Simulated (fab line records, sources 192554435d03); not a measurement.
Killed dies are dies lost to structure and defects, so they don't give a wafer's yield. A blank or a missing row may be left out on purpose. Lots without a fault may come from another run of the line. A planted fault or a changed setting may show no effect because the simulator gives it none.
Split-lot experiment | flow n5_finfet | 7 lots, 19 wafers read, on a route of 1938 steps

THE SPLIT
At N5_ILD0_PRECLEAN_10 (cleans in NF3:NH3, afs cycles 5, time 20 s, sublimation time 60 s), the setting time_s was moved away from the recipe's 20 s on 6 of the 19 wafers read, by -15.2% to +21.5%. The other wafers ran this setting at the recipe's value.

The reading is taken at the split's own step.

THE READING
SiO2_flowable_of_ILD0_FCVD_FILL_01.thk_nm (the simulator's own value, which no gauge read), in nm, at N5_ILD0_PRECLEAN_10 (cleans in NF3:NH3, afs cycles 5, time 20 s, sublimation time 60 s). The file gives no usual value for it. The 13 wafers here that ran the recipe average 120.0 nm, standard deviation 0.69 nm.

wafer  | tool, chamber at the split | time_s as run, s | against the recipe | SiO2_flowable_of_ILD0_FCVD_FILL_01.thk_nm, nm | against lot-mates on the recipe
L074.1 | remote_plasma-02, 1        | 20               | recipe             | 119.4                                         | -
L074.3 | remote_plasma-02, 1        | 20               | recipe             | 120.6                                         | -
L074.4 | remote_plasma-02, 1        | 17.52            | -12.4%             | 122                                           | +2.0
L077.2 | remote_plasma-01, 0        | 20               | recipe             | 120                                           | -
L077.3 | remote_plasma-01, 0        | 23.04            | +15.2%             | 117.4                                         | -2.6
L077.6 | remote_plasma-01, 0        | 23.04            | +15.2%             | 119.2                                         | -0.8
L078.1 | remote_plasma-02, 1        | 24.3             | +21.5%             | 115.8                                         | -3.6
L078.2 | remote_plasma-02, 1        | 24.3             | +21.5%             | 116.2                                         | -3.2
L078.6 | remote_plasma-02, 1        | 20               | recipe             | 119.4                                         | -
L080.2 | remote_plasma-02, 1        | 20               | recipe             | 119.6                                         | -
L080.5 | remote_plasma-02, 1        | 20               | recipe             | 120.2                                         | -
L082.2 | remote_plasma-02, 0        | 20               | recipe             | 119.4                                         | -
L082.3 | remote_plasma-02, 0        | 20               | recipe             | 119.6                                         | -
L082.5 | remote_plasma-02, 0        | 20               | recipe             | 119                                           | -
L086.1 | remote_plasma-01, 0        | 20               | recipe             | 120.4                                         | -
L086.5 | remote_plasma-01, 0        | 20               | recipe             | 121                                           | -
L086.6 | remote_plasma-01, 0        | 20               | recipe             | 121.4                                         | -
L095.1 | remote_plasma-01, 1        | 16.97            | -15.2%             | 121                                           | +1.6
L095.4 | remote_plasma-01, 1        | 20               | recipe             | 119.4                                         | -

THE FIT
A straight line over all 19 wafers: SiO2_flowable_of_ILD0_FCVD_FILL_01.thk_nm changes by -0.146 nm for each +1% of time_s; r = -0.87; the points scatter about the line by 0.81 nm.
The same after taking each lot's own level away (the mean of its wafers on the recipe; 19 wafers): -0.139 nm for each +1%; r = -0.94; scatter 0.5 nm.
On that fit, the largest move of time_s shifts the reading by 3 nm.
The lots' own levels span 119.33 to 120.93 nm, that is 2.3 times the standard deviation above.
So the lot-to-lot level changes the slope little: the two slopes agree.
Check: with one of the wafers moved furthest among these (+21.5%) left out of the fit, the line predicts -2.78 nm for it against its lot-mates. It came out at -3.6 nm against them.

OTHER SPLITS ON THESE WAFERS
These wafers also went through other splits before the reading. Each is held against what the fit with the lots' levels taken away leaves over:
other split on the same wafers | wafers away from the commonest value | r with SiO2_flowable_of_ILD0_FCVD_FILL_01.thk_nm (lot level and that fit taken away)
N5_WELL_APT_COAT_02 spin_rpm   | 6                                    | +0.19
N5_WELL_APT_PEB_06 peb_time_s  | 7                                    | -0.09
N5_WELL_APT_PEB_23 peb_time_s  | 7                                    | -0.55
N5_WELL_APT_DESCUM_30 time_s   | 5                                    | -0.11
N5_FIN_SAQP_ETCH_65 time_s     | 4                                    | +0.04
N5_FIN_SAQP_COAT_68 spin_rpm   | 4                                    | +0.35
N5_FIN_CUT_COAT_19 spin_rpm    | 9                                    | +0.21
N5_DUMMY_GATE_ETCH_42 bias_w   | 4                                    | +0.42
N5_SD_EPI_P_EPI_21 temp_c      | 6                                    | +0.32

THE FILE'S OWN FIT
SiO2_flowable_of_ILD0_FCVD_FILL_01.thk_nm changes by -0.139 nm for each +1% of time_s, r = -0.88.
